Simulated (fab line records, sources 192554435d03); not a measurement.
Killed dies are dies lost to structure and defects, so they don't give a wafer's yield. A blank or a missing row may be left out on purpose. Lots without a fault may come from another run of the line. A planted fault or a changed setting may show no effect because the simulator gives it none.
Chamber matching | flow n5_finfet | N5_BEOL_M12_DEP_53 on pecvd-03: 3 sister chambers
The step deposits SiCN from 3MS/NH3, target thk 30 nm, time 10.5 s. 3 wafers are shown with their chamber, then 8 later ones without.

WAFERS WITH THEIR CHAMBER
wafer  | chamber | showerhead_plenum_p_Torr (Torr)
L083.1 | 1       | 4.168
L088.5 | 2       | 4.121
L089.1 | 0       | 4.162

WAFERS WITHOUT THEIR CHAMBER
wafer  | showerhead_plenum_p_Torr (Torr)
L089.3 | 4.147
L089.4 | 4.152
L093.1 | 4.149
L093.2 | 4.145
L093.5 | 4.151
L094.2 | 4.160
L094.3 | 4.135
L094.5 | 4.120

WHICH CHAMBER EACH WENT THROUGH
wafer  | from the rows above          | in truth
L089.3 | can't be placed: 0 or 1 or 2 | 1
L089.4 | can't be placed: 0 or 1 or 2 | 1
L093.1 | can't be placed: 0 or 1 or 2 | 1
L093.2 | can't be placed: 0 or 1 or 2 | 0
L093.5 | can't be placed: 0 or 1 or 2 | 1
L094.2 | can't be placed: 0 or 1      | 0
L094.3 | can't be placed: 2 or 0 or 1 | 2
L094.5 | 2                            | 2
Placed correctly: 1 of 8. Can't be placed from these rows: 7 (the true chamber is among the candidates in 7). Placed wrongly: 0.
How it was worked out, from the rows above alone: a wafer's distance from a chamber is the root of the sum, over the readings, of the square of ((its reading less the chamber's mean) divided by the reading's scatter). The wafer belongs to the nearest chamber; if the next one is less than 2 further off, it can't be placed. A chamber's mean is the mean of its shown wafers. The scatter: with one shown wafer a chamber, the root of the mean of the squares of how far each hidden wafer lies from its nearest shown one.
